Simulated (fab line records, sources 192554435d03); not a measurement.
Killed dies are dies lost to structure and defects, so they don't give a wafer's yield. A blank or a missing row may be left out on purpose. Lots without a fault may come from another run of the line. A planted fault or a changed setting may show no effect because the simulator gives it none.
One fault seen from 2 desks | flow n5_finfet | each desk has only its own numbers; what lay behind them comes last

THE TOOL OWNER'S DESK: rie_diel-01
The tool's own readings at N5_MOL_CONTACT_COAG_ETCH_105 (etches SiARC in CF4, target depth 15.6 nm, time 26 s): means of the sampled wafers that have a number, for each lot that ran on this tool. A lot is out of limits, marked OUT, if its mean lies more than 4 standard deviations from the usual mean; the brackets give that distance.
Columns: A = drypump_motor_current_A at N5_MOL_CONTACT_COAG_ETCH_105, usual 5.7 A; B = etch_rf_on_time_s at N5_MOL_CONTACT_COAG_ETCH_105, usual 26.2 s; C = oes_product_au at N5_MOL_CONTACT_COAG_ETCH_105, usual 0.68 a.u.; D = rf_vpp_V at N5_MOL_CONTACT_COAG_ETCH_105, usual 184.7 V; E = showerhead_plenum_p_Torr at N5_MOL_CONTACT_COAG_ETCH_105, usual 2.19 Torr; F = throttle_valve_pct at N5_MOL_CONTACT_COAG_ETCH_105, usual 15.5 %
lot  | first seen here | A   | B               | C    | D     | E    | F
L516 | day 7 14:33     | 5.7 | 26.5            | 0.70 | 185.9 | 2.25 | 15.4
L517 | day 7 20:35     | 5.7 | 26.1            | 0.70 | 185.9 | 2.25 | 15.4
L518 | day 8 03:49     | 5.6 | 22.9 (-7.3) OUT | 0.72 | 184.2 | 2.23 | 15.5
L520 | day 8 15:47     | 5.9 | 19.7 (-14) OUT  | 0.86 | 185.8 | 2.26 | 15.1
L521 | day 8 16:14     | 5.3 | 23.4 (-6.3) OUT | 0.68 | 185.9 | 2.22 | 15.8
This desk's finding: out of limits on L518, L520, L521; first on L518, day 8 03:49 (etch_rf_on_time_s at N5_MOL_CONTACT_COAG_ETCH_105). In limits: L516, L517.

THE METROLOGY DESK
What the gauges read, lot by lot, whatever tool the lot ran on: means of the sampled wafers that have a number. A lot is out of limits, marked OUT, if its mean lies more than 4 standard deviations from the usual mean; the brackets give that distance. Of its 10 readings 7 are shown: those that lie furthest out on some lot.
Columns: A = DIBL_N at N5_BEOL_M4_RC_MEAS_101, usual 36.0 mV/V; B = DIBL_P at N5_BEOL_M4_RC_MEAS_101, usual 35.6 mV/V; C = IOFF_N at N5_BEOL_M4_RC_MEAS_101, usual 0.15 nA/um; D = IOFF_P at N5_BEOL_M4_RC_MEAS_101, usual 0.19 nA/um; E = ION_N at N5_BEOL_M4_RC_MEAS_101, usual 668 uA/um; F = ION_P at N5_BEOL_M4_RC_MEAS_101, usual 455 uA/um; G = SS_N at N5_BEOL_M4_RC_MEAS_101, usual 71.5 mV/dec
lot  | first seen here | A    | B    | C    | D    | E   | F   | G
L507 | day 9 06:52     | 35.8 | 35.1 | 0.14 | 0.17 | 655 | 446 | 71.3
L509 | day 9 23:53     | 37.5 | 36.2 | 0.18 | 0.22 | 672 | 460 | 71.6
L516 | day 13 04:21    | 33.7 | 32.0 | 0.12 | 0.16 | 656 | 452 | 70.7
L517 | day 13 07:22    | 37.8 | 36.1 | 0.16 | 0.20 | 668 | 454 | 71.7
L518 | day 13 16:12    | 36.8 | 38.0 | 0.17 | 0.21 | 676 | 456 | 71.6
L520 | day 13 17:46    | 36.0 | 37.4 | 0.16 | 0.19 | 666 | 452 | 71.7
L521 | day 13 20:29    | 33.8 | 34.5 | 0.13 | 0.17 | 663 | 456 | 71.0
L525 | day 14 10:26    | 35.6 | 35.0 | 0.14 | 0.19 | 665 | 454 | 71.9
L526 | day 14 13:58    | 36.9 | 36.4 | 0.17 | 0.22 | 678 | 463 | 72.2
L528 | day 16 01:31    | 35.4 | 34.6 | 0.14 | 0.20 | 669 | 460 | 71.2
This desk's finding: nothing out of limits on any of the 10 lots.

PUT TOGETHER
The tool owner's desk could have raised an alarm at day 8 03:49, on L518, L520, L521.
The metrology desk saw nothing out of limits.
The metrology desk has L518, L520, L521 on record, within its limits.
Of the lots named, all ran N5_MOL_CONTACT_COAG_ETCH_105 on rie_diel-01.

WHAT THE SIMULATOR HAD PUT IN
Process parameter drift: rie_diel-01, from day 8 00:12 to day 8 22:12, at N5_MOL_CONTACT_COAG_ETCH_105. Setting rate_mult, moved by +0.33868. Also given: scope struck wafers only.
Lots struck among those shown: L518, L520, L521.
Hours from the fault's start to each desk's first reading out of limits: the tool owner's desk, 4.
